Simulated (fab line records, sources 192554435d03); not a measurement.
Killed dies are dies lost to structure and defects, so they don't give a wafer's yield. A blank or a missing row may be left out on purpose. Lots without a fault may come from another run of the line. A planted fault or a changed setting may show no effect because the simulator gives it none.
Chamber matching | flow n5_finfet | N5_MOL_CONTACT_COAG_ETCH_47 on rie_diel-03: 4 sister chambers
The step etches SiNx in CH3F/O2, stops on W, target depth 27 nm. 4 wafers are shown with their chamber, then 7 later ones without.

WAFERS WITH THEIR CHAMBER
wafer  | chamber | showerhead_plenum_p_Torr (Torr)
L981.5 | 1       | 1.91
L983.5 | 0       | 2.06
L984.1 | 3       | 2.04
L984.2 | 2       | 1.92

WAFERS WITHOUT THEIR CHAMBER
wafer  | showerhead_plenum_p_Torr (Torr)
L984.5 | 1.92
L987.2 | 1.90
L987.6 | 1.92
L988.1 | 1.90
L988.6 | 1.92
L992.3 | 1.91
L992.6 | 2.05

WHICH CHAMBER EACH WENT THROUGH
wafer  | from the rows above     | in truth
L984.5 | can't be placed: 2 or 1 | 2
L987.2 | can't be placed: 1 or 2 | 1
L987.6 | can't be placed: 2 or 1 | 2
L988.1 | can't be placed: 1 or 2 | 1
L988.6 | can't be placed: 2 or 1 | 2
L992.3 | can't be placed: 1 or 2 | 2
L992.6 | can't be placed: 3 or 0 | 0
Placed correctly: 0 of 7. Can't be placed from these rows: 7 (the true chamber is among the candidates in 7). Placed wrongly: 0.
How it was worked out, from the rows above alone: a wafer's distance from a chamber is the root of the sum, over the readings, of the square of ((its reading less the chamber's mean) divided by the reading's scatter). The wafer belongs to the nearest chamber; if the next one is less than 2 further off, it can't be placed. A chamber's mean is the mean of its shown wafers. The scatter: with one shown wafer a chamber, the root of the mean of the squares of how far each hidden wafer lies from its nearest shown one.
